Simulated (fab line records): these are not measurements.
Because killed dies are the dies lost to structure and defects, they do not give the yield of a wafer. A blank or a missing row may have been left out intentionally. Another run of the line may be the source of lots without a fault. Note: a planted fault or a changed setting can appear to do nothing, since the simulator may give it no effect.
Chamber matching / flow nand_harc / pecvd-04 running NHARC_A_SGD_CUT_DEP_00: 3 sister chambers
The step deposits SiNx, target thk 50 nm. 3 wafers are shown with their chamber, then 7 later ones without.

== EACH WAFER AND ITS CHAMBER ==
wafer=L087.6; chamber=1; heater_power_w (W)=819
wafer=L085.1; chamber=0; heater_power_w (W)=634
wafer=L085.2; chamber=2; heater_power_w (W)=693

== WAFERS WITHOUT THEIR CHAMBER ==
wafer=L085.5; heater_power_w (W)=644
wafer=L095.3; heater_power_w (W)=853
wafer=L095.4; heater_power_w (W)=636
wafer=L095.5; heater_power_w (W)=868
wafer=L094.1; heater_power_w (W)=640
wafer=L094.3; heater_power_w (W)=716
wafer=L094.6; heater_power_w (W)=717

== EACH ONE'S CHAMBER ==
wafer=L085.5; from the rows above=can't be placed: 0 or 2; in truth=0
wafer=L095.3; from the rows above=1; in truth=1
wafer=L095.4; from the rows above=0; in truth=0
wafer=L095.5; from the rows above=1; in truth=1
wafer=L094.1; from the rows above=can't be placed: 0 or 2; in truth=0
wafer=L094.3; from the rows above=2; in truth=2
wafer=L094.6; from the rows above=2; in truth=2
Placed correctly: 5 of 7. Unplaceable from these rows: 2, with the true chamber sitting among the candidates in 2. Placed wrongly: 0.
How it was worked out, from the rows above alone: a wafer's distance from a chamber is the root of the sum, over the readings, of the square of ((its reading less the chamber's mean) divided by the reading's scatter). If the next closest chamber is less than 2 further off than the closest, the wafer can't be placed; otherwise it belongs to the closest. The mean given for a chamber averages the wafers shown for that chamber. The scatter (one wafer shown for each chamber): square how far every hidden wafer sits from the nearest shown wafer, average those squares and take the square root.
